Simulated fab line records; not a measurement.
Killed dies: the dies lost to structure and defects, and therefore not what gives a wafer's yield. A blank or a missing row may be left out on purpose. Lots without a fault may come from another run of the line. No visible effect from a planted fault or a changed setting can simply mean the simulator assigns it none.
Comparing a struck lot with a sound one	flow nandHarc	22 steps out of a route of 1302
Sound: these wafers, L367.2, L367.3, L367.5. Wafers struck: L377.1, L377.2, L377.5. The cause comes at the end.
Each step with rows lists, per side, the tool, then ch with its chambers, then its first start. Under that, the readings that differ: sound wafers	struck wafers	difference of the means	sigmas: that difference in standard deviations of wafers without a fault.
alike: words and numbers the same on both sides, and readings whose means are apart by under 2 such deviations; not compared: readings that were withheld, readings missing a value for some wafer, numbers with overlapping values and no deviation given by the record, and bounds like >300 which may hide the same value.
The two part at a step that has a row with sigmas, a row that says differs or no value, or rows on one side only. When numbers do not overlap yet have no deviation, they are printed without sigmas and do not part them. A reading missing from all wafers of one side parts the sides only when that side holds two or more wafers.

first, 1 step without rows for these wafers: NHARC_A_CHANNEL_HOLE_D2_ETCH_16 (etches the open film in O2/COS, target depth 3100 nm, time 806 s).
NHARC_A_CHANNEL_HOLE_D2_CD_MEAS_18:
  sound: cdSem-02 at day 16 16:24; struck: cdSem-01 at day 20 21:27
  alike: cdNm
then, 3 steps without rows for these wafers: NHARC_A_CHANNEL_HOLE_D2_ETCH_19 (etches the open film in C4F8/O2/Ar, time 34.5 s); NHARC_A_CHANNEL_HOLE_D2_ETCH_20 (etches the open film in C4F8/O2/Ar, time 361.9 s, target depth 1600 nm); NHARC_A_CHANNEL_HOLE_D2_ETCH_21 (etches the open film in C4F8/O2/Ar, time 514.3 s, target depth 1600 nm).
NHARC_A_CHANNEL_HOLE_D2_ETCH_22: etches the open film in C4F8/O2/Ar, time 666.7 s, target depth 1600 nm.
  sound on harEtch-02 ch 0,1, day 16 17:26; struck on harEtch-02 ch 0,1, day 20 22:23
  alike: drypumpMotorCurrentA, mfcArSccm, oesAirLineAu, showerheadPlenumPTorr, throttleValvePct
  not compared: rfHoursCounterH
NHARC_A_CHANNEL_HOLE_D2_ETCH_23: etches the open film in C4F8/O2/Ar, time 819 s, target depth 1600 nm.
  sound on harEtch-02 ch 0,1, day 16 18:01; struck on harEtch-02 ch 0,1, day 20 22:57
  alike: drypumpMotorCurrentA, mfcArSccm, oesAirLineAu, showerheadPlenumPTorr, throttleValvePct
  not compared: rfHoursCounterH
NHARC_A_CHANNEL_HOLE_D2_ETCH_24: etches the open film in C4F8/O2/Ar, time 906.2 s, target depth 1500 nm.
  sound on harEtch-02 ch 0,1, day 16 18:43; struck on harEtch-02 ch 0,1, day 20 23:39
  alike: drypumpMotorCurrentA, mfcArSccm, oesAirLineAu, showerheadPlenumPTorr, throttleValvePct
  not compared: rfHoursCounterH
NHARC_A_CHANNEL_HOLE_D2_ETCH_25: etches the open film in C4F8/O2/Ar, time 1040.2 s, target depth 1500 nm.
  sound on harEtch-02 ch 0,1, day 16 19:30; struck on harEtch-02 ch 0,1, day 21 00:25
  alike: drypumpMotorCurrentA, mfcArSccm, oesAirLineAu, showerheadPlenumPTorr, throttleValvePct
  not compared: rfHoursCounterH
NHARC_A_CHANNEL_HOLE_D2_ETCH_26: etches the open film in C4F8/O2/Ar, time 224.1 s, target depth 300 nm.
  sound on harEtch-02 ch 0,1, day 16 20:16; struck on harEtch-02 ch 0,1, day 21 01:19
  alike: drypumpMotorCurrentA, mfcArSccm, oesAirLineAu, showerheadPlenumPTorr, throttleValvePct
  not compared: rfHoursCounterH
then, 2 steps without rows for these wafers: NHARC_A_CHANNEL_HOLE_D2_ETCH_27 (etches the open film in C4F8/O2/Ar, time 90 s, target depth 400 nm); NHARC_A_CHANNEL_HOLE_D2_STRIP_41 (strips in N2/H2).
NHARC_A_CHANNEL_HOLE_D2_STRIP_42: strips in CF4/CHF3.
  sound on rieDiel-06 ch 1,3, day 16 21:05; struck on rieDiel-09 ch 0,2,3, day 21 02:08
then, 5 steps without rows for these wafers: NHARC_A_CHANNEL_HOLE_D2_STRIP_43 (strips in O2/COS); NHARC_A_CHANNEL_HOLE_D2_ETCH_44 (etches the open film in CF4/O2, target depth 140 nm, overetch 14 nm, time 77 s); NHARC_A_CHANNEL_HOLE_D2_STRIP_28 (strips in O2); NHARC_A_CHANNEL_HOLE_D2_PRECLEAN_29 (cleans in SC1); NHARC_A_CHANNEL_HOLE_D2_SRD_30.
NHARC_A_CHANNEL_HOLE_D2_CD_MEAS_31:
  sound: cdSem-01 at day 16 22:09; struck: cdSem-02 at day 21 03:02
  alike: cdNm
after that, 1 step had no rows for these wafers: NHARC_A_CHANNEL_HOLE_D2_XSEM_32.
NHARC_A_CHANNEL_HOLE_D2_INSPECT_40:
  sound: defectInspect-02 at day 16 22:20; struck: defectInspect-02 at day 21 03:24
reading	sound	struck	difference	sigmas
rawDefectCount	383 255 255	596 569 518	+263	+3
  not compared: hold
-- record jumps: 12 days between struck wafers' starts before vs after; left off in module A_CHANNEL_HOLE_D2, resumes in module END, first step shown is number 1302 of the route --
NHARC_END_SORT_01:
  sound on prober-01 ch 0, day 27 17:04; struck on prober-01 ch 0, day 33 06:35
reading	sound	struck	difference	sigmas
killedAtArray	55 37 49	111 103 76	+50	+2
killedDies	60 44 54	120 107 80	+50	+2
  alike: killedAtOther, killedAtPeriphery, killedOpen, killedShort

## WHERE THEY PART
Last at NHARC_END_SORT_01 as far as this record goes, first at NHARC_A_CHANNEL_HOLE_D2_INSPECT_40.

WHY: what had been put in by the simulator
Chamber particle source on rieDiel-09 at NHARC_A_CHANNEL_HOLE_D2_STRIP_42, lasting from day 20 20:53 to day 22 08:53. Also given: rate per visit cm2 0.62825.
